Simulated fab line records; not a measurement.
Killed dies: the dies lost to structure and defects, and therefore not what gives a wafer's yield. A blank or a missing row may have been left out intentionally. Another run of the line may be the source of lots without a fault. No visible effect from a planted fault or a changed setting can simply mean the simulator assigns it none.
Code-filled problem report in 8D (eight disciplines) form	flow n5_finfet	the parts of the form that need people (team, actions taken, sign-off) are left out

== 1. WHAT WENT WRONG ==
Mean of run_length_s at N5_BEOL_M0_CVD_115: 72.0 s across 3 wafers in 3 lots; on wafers with no fault it is 143.2 s (standard deviation 0.62). That is -99 or more standard deviations from the usual mean.
The step: deposits Co from CCTBA/H2, time 120 s.
First observed at day 8 19:01: wafer L741.2, on cvd_co-02. At this step, 44 wafers from 15 lots have a number in the record. Rule for "out", or "out of limits": more than 4 standard deviations from the usual mean. Any other wafer with a number is counted as sound.

== 2. WHAT IT IS, WHAT IT ISN'T ==
question	is	is not
which readings at this step	run_length_s	-
which lots	L741, L742, L744	L730, L732, L734, L735, L736, L737, L738, L739, L750, L751, L752, L753
which wafers of those lots	L741.2, L742.2, L744.5	L741.4, L742.1, L742.3, L744.1, L744.4
read on which tools	cvd_co-02	cvd_co-01
when	from day 8 19:01	up to then (22 sound wafers); but 19 sound wafers of L732, L742, L744, L750, L751, L752, L753 came after

== 3. SUSPECTS, AND WHAT RULES EACH OUT ==
Counting: any tool at a process step up to the reading remains a suspect provided it ran every lot that is out. Sound lots after the first of them don't rule it out here, since some wafers of a struck lot are sound.
- cvd_co-02 at N5_BEOL_M0_CVD_115 (deposits Co from CCTBA/H2, time 120 s): kept. It ran every lot that is out, first L741 (day 8 19:01); its last sound lot up to then is L739 (day 8 03:10). Out on those wafers are its own readings of run_length_s.
Left after counting: cvd_co-02 at N5_BEOL_M0_CVD_115.

== 4. THE CAUSE (what the simulator had put in) ==
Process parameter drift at N5_BEOL_M0_CVD_115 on cvd_co-02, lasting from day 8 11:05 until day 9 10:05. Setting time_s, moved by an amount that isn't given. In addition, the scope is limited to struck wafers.
This tool alone remained once counting was done.

== 5. THE CHAIN OF EFFECTS, in route order ==
One row per reading whose mean, taken over the struck wafers that have a number, lies over 3 standard deviations from the usual. Readings are gone through only where the record gives a usual standard deviation; hours: the median, over the lots, of the time from a lot's start at the first step in this table giving one to that lot's start at this step; sigmas: the change measured in usual standard deviations.
hours	step	reading	usual	on struck wafers	change	sigmas
0	N5_BEOL_M0_CVD_115	run_length_s	143.2 s	72.0	-71.2	-99 or more
It contains these process steps:
- N5_BEOL_M0_CVD_115: deposits Co from CCTBA/H2, time 120 s.
At these later measuring or inspecting steps, every struck wafer for which the step has a row has a number for every such reading, and none has moved that far: N5_BEOL_M4_RC_MEAS_101.

== 6. WHAT WOULD HAVE CAUGHT IT SOONER ==
In this record no reading fell out of limits until day 8 19:01, 8 hours after the fault had begun at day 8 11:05.
